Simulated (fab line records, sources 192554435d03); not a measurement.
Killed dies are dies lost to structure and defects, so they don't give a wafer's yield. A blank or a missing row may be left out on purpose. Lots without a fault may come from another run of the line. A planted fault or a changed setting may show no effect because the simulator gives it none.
Split-lot experiment | flow n5_finfet | 7 lots, 39 wafers read, on a route of 1938 steps

THE SPLIT
At N5_FIN_CUT_ETCH_21 (etches SOC in N2/H2, target depth 219 nm, overetch 43.8 nm, time 523.5 s), the setting bias_w was moved away from the recipe's 61 W on 18 of the 39 wafers read, by -14.0% to +19.2%. The other wafers ran this setting at the recipe's value.

The reading is taken at the split's own step.

THE READING
rf_vpp_V, in V, at N5_FIN_CUT_ETCH_21 (etches SOC in N2/H2, target depth 219 nm, overetch 43.8 nm, time 523.5 s). Fault-free wafers of this fab line usually give 241.0 V, standard deviation 1.2 V.

wafer  | tool, chamber at the split | bias_w as run, W | against the recipe | rf_vpp_V, V | against lot-mates on the recipe
L074.2 | rie_diel-06, 0             | 61               | recipe             | 240.7       | -
L074.4 | rie_diel-06, 2             | 61               | recipe             | 242.5       | -
L074.6 | rie_diel-06, 1             | 61               | recipe             | 237.9       | -
L075.1 | rie_diel-04, 0             | 70.96            | +16.3%             | 265.0       | +23.4
L075.2 | rie_diel-04, 1             | 70.96            | +16.3%             | 266.7       | +25.1
L075.3 | rie_diel-04, 3             | 61               | recipe             | 242.2       | -
L075.4 | rie_diel-04, 2             | 70.96            | +16.3%             | 265.9       | +24.3
L075.5 | rie_diel-04, 2             | 61               | recipe             | 241.6       | -
L075.6 | rie_diel-04, 3             | 61               | recipe             | 241.0       | -
L080.1 | rie_diel-02, 1             | 61               | recipe             | 240.8       | -
L080.2 | rie_diel-02, 0             | 52.45            | -14.0%             | 217.9       | -22.5
L080.3 | rie_diel-02, 2             | 61               | recipe             | 239.9       | -
L080.4 | rie_diel-02, 3             | 52.45            | -14.0%             | 216.6       | -23.8
L080.5 | rie_diel-02, 3             | 52.45            | -14.0%             | 217.7       | -22.7
L080.6 | rie_diel-02, 2             | 61               | recipe             | 240.5       | -
L086.1 | rie_diel-04, 2             | 61               | recipe             | 242.9       | -
L086.2 | rie_diel-04, 3             | 61               | recipe             | 241.5       | -
L086.3 | rie_diel-04, 0             | 72.7             | +19.2%             | 269.8       | +28.1
L086.4 | rie_diel-04, 1             | 61               | recipe             | 240.8       | -
L086.5 | rie_diel-04, 2             | 72.7             | +19.2%             | 271.8       | +30.1
L086.6 | rie_diel-04, 3             | 72.7             | +19.2%             | 270.3       | +28.6
L089.1 | rie_diel-04, 1             | 61               | recipe             | 242.8       | -
L089.2 | rie_diel-04, 3             | 58.07            | -4.8%              | 234.3       | -8.3
L089.3 | rie_diel-04, 0             | 58.07            | -4.8%              | 232.6       | -10.0
L089.4 | rie_diel-04, 2             | 61               | recipe             | 242.3       | -
L089.5 | rie_diel-04, 2             | 61               | recipe             | 242.7       | -
L089.6 | rie_diel-04, 3             | 58.07            | -4.8%              | 234.7       | -7.9
L091.1 | rie_diel-02, 2             | 54.89            | -10.0%             | 224.2       | -16.2
L091.2 | rie_diel-02, 3             | 61               | recipe             | 241.7       | -
L091.3 | rie_diel-02, 1             | 61               | recipe             | 238.9       | -
L091.4 | rie_diel-02, 0             | 61               | recipe             | 240.5       | -
L091.5 | rie_diel-02, 3             | 54.89            | -10.0%             | 224.1       | -16.3
L091.6 | rie_diel-02, 2             | 54.89            | -10.0%             | 222.8       | -17.6
L092.1 | rie_diel-04, 0             | 70.95            | +16.3%             | 264.6       | +23.9
L092.2 | rie_diel-04, 2             | 70.95            | +16.3%             | 266.6       | +25.9
L092.3 | rie_diel-04, 1             | 61               | recipe             | 239.8       | -
L092.4 | rie_diel-04, 3             | 61               | recipe             | 240.9       | -
L092.5 | rie_diel-04, 0             | 61               | recipe             | 241.5       | -
L092.6 | rie_diel-04, 3             | 70.95            | +16.3%             | 266.6       | +25.9

THE FIT
A straight line over all 39 wafers: rf_vpp_V changes by +1.58 V for each +1% of bias_w; r = +1.00; the points scatter about the line by 1.3 V.
The same after taking each lot's own level away (the mean of its wafers on the recipe; 39 wafers): +1.56 V for each +1%; r = +1.00; scatter 1.1 V.
On that fit, the largest move of bias_w shifts the reading by 30 V.
The lots' own levels span 240.37 to 242.60 V, that is 1.9 times the standard deviation above.
So the lot-to-lot level changes the slope little: the two slopes agree.
Check: with one of the wafers moved furthest among these (+19.2%) left out of the fit, the line predicts +29.6 V for it against its lot-mates. It came out at +28.1 V against them.
Tool readings at the split's step, against how far the setting was moved: rf_vpp_V r = +1.00.

THE FILE'S OWN FIT
rf_vpp_V changes by +1.55 V for each +1% of bias_w, r = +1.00.
